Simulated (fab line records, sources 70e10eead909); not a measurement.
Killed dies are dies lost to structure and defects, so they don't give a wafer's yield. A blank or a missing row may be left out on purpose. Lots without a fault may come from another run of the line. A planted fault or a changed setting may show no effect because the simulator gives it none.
A struck lot beside a sound one | flow nand_harc | 24 steps out of a route of 1302
Sound: wafers L272.2, L272.3, L272.6. Struck: wafers L265.1, L265.3, L265.4. The cause comes at the end.
At each step with rows: each side's tool, then ch and its chambers, then its first start. Under that, the readings that differ: sound wafers | struck wafers | difference of the means | sigmas: that difference in standard deviations of wafers without a fault.
alike: readings whose means differ by less than 2 such deviations, and words and numbers that are the same on both sides. not compared: withheld readings, readings that some wafer has no value for, bounds like >300 that may hide the same value, and numbers for which the record gives no deviation and whose values overlap.
The two part at a step that has a row with sigmas, a row that says differs or no value, or rows on one side only. Numbers that don't overlap but have no deviation are shown without sigmas and don't part them. A reading that every wafer of one side lacks parts them only if that side has two wafers or more.

NHARC_P_M1_INSPECT_27:
  sound on defect_inspect-02, day 13 16:50; struck on defect_inspect-02, day 10 21:10
  alike: raw_defect_count
NHARC_P_M1_PRE_CLEAN_32: time 12 s.
  sound on pecvd-03 ch 1,2, day 13 16:55; struck on pecvd-03 ch 0,1,2, day 10 21:14
  alike: heater_power_w
NHARC_P_M1_DEP_33: deposits SiCN, target thk 30 nm.
  sound on pecvd-03 ch 1,2, day 13 17:01; struck on pecvd-03 ch 0,1,2, day 10 21:19
  alike: chamber_pressure_Torr, heater_power_w
then, 8 steps without rows for these wafers: NHARC_P_M2_DEP_00 (deposits SiOC, target thk 182.5 nm); NHARC_P_M2_DEHYDRATE_01 (time 120 s); NHARC_P_M2_HMDS_02 (time 30 s); NHARC_P_M2_COAT_34 (time 65 s); NHARC_P_M2_COAT_03 (resist thk 90 nm); NHARC_P_M2_SOFTBAKE_04 (time 55 s); NHARC_P_M2_EBR_05; NHARC_P_M2_EXPOSE_06 (exposes mask P M2, target cd 170 nm).
NHARC_P_M2_PEB_07: peb time 65 s.
  sound on litho_track-04 ch 0, day 13 18:08; struck on litho_track-06 ch 0, day 10 22:29
  reading                  | sound                | struck            | difference | sigmas
  heater_power_total_W (W) | 157.2 156.7 156.0    | 130.0 129.5 129.5 | -27.0      | -64
  plate_temp_C (C)         | 100.17 100.29 100.19 | 87.34 87.19 87.09 | -13.01     | -99 or more
then, 1 step without rows for these wafers: NHARC_P_M2_DEVELOP_08 (develop time 35 s).
NHARC_P_M2_CD_MEAS_09: target cd 170 nm.
  sound on cd_sem-03 ch 0, day 13 18:14; struck on cd_sem-03 ch 0, day 10 22:34
  reading    | sound             | struck            | difference | sigmas
  cd_nm (nm) | 169.3 170.3 170.3 | 107.1 107.1 105.9 | -63.3      | -83
NHARC_P_M2_OVL_MEAS_10: pitch 340 nm.
  sound on overlay-01, day 13 18:19; struck on overlay-02, day 10 22:38
  alike: overlay_x_nm, overlay_y_nm
NHARC_P_M2_INSPECT_11:
  sound on defect_inspect-01, day 13 18:21; struck on defect_inspect-01, day 10 22:41
  alike: raw_defect_count
NHARC_P_M2_DESCUM_14: chemistry O2, time 3 s.
  sound on rie_diel-05 ch 0,1,2, day 13 18:25; struck on rie_diel-04 ch 1,2,3, day 10 22:46
  reading               | sound             | struck          | difference | sigmas
  model.P_M2.cd_nm (nm) | 168.6 169.7 170.3 | 107 106.6 106.2 | -63        |
  alike: drypump_motor_current_A, oes_product_au, rf_vpp_V, showerhead_plenum_p_Torr, throttle_valve_pct
  not compared: rf_hours_counter_h
NHARC_P_M2_ETCH_35: etches the open film in N2/H2, target depth 40 nm, overetch 12 nm, time 43.94 s.
  sound on rie_diel-05 ch 1,3, day 13 18:29; struck on rie_diel-04 ch 0,1,2, day 10 22:52
  alike: drypump_motor_current_A, oes_product_au, rf_vpp_V, showerhead_plenum_p_Torr, throttle_valve_pct
  not compared: rf_hours_counter_h
NHARC_P_M2_ETCH_15: etches the open film in C4F8/Ar, target depth 182.5 nm, time 91.2 s.
  sound on rie_diel-05 ch 0,1,3; struck on rie_diel-04 ch 0,1,3
  reading               | sound             | struck            | difference | sigmas
  oes_product_au (a.u.) | 0.972 0.974 0.984 | 0.914 0.927 0.933 | -0.052     | -2
  alike: rf_vpp_V
  not compared: rf_hours_counter_h
NHARC_P_M2_CD_MEAS_16:
  sound on cd_sem-03, day 13 18:43; struck on cd_sem-03, day 10 23:04
  reading    | sound             | struck            | difference | sigmas
  cd_nm (nm) | 169.0 169.7 171.1 | 106.9 106.6 105.8 | -63.5      | -64
NHARC_P_M2_STRIP_18: strips in N2/H2.
  sound on rie_diel-04 ch 0,3, day 13 18:49; struck on rie_diel-04 ch 1,2,3, day 10 23:09
  alike: drypump_motor_current_A, oes_product_au, power_w, rf_vpp_V, showerhead_plenum_p_Torr, throttle_valve_pct
  not compared: rf_hours_counter_h
NHARC_P_M2_ETCH_28: etches the open film in CF4/N2, target depth 30 nm, time 72.99 s.
  sound on rie_diel-04 ch 0,1,3; struck on rie_diel-04 ch 1,2,3
  reading               | sound           | struck            | difference | sigmas
  model.P_M2.cd_nm (nm) | 169.2 169.5 170 | 108.1 105.7 105.9 | -63.0      |
  alike: drypump_motor_current_A, oes_product_au, rf_vpp_V, showerhead_plenum_p_Torr, throttle_valve_pct
  not compared: rf_hours_counter_h
then, 1 step without rows for these wafers: NHARC_P_M2_STRIP_19 (strips in post etch residue remover, time 600 s).
-- the record jumps here: 19 days lie between the struck wafers' starts before and after (it left off in module P_M2 and takes up again in module END, whose first step shown is number 1302 of the route) --
NHARC_END_SORT_01:
  the record has rows for the struck wafers here (prober-02 ch 0, day 29 18:00) and none for the sound ones

WHERE THEY PART
First at NHARC_P_M2_PEB_07; last, within this record, at NHARC_END_SORT_01.

WHY: what the simulator had put in
Process parameter drift: litho_track-06, from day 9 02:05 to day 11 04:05, at NHARC_P_M2_PEB_07. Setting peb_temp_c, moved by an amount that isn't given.
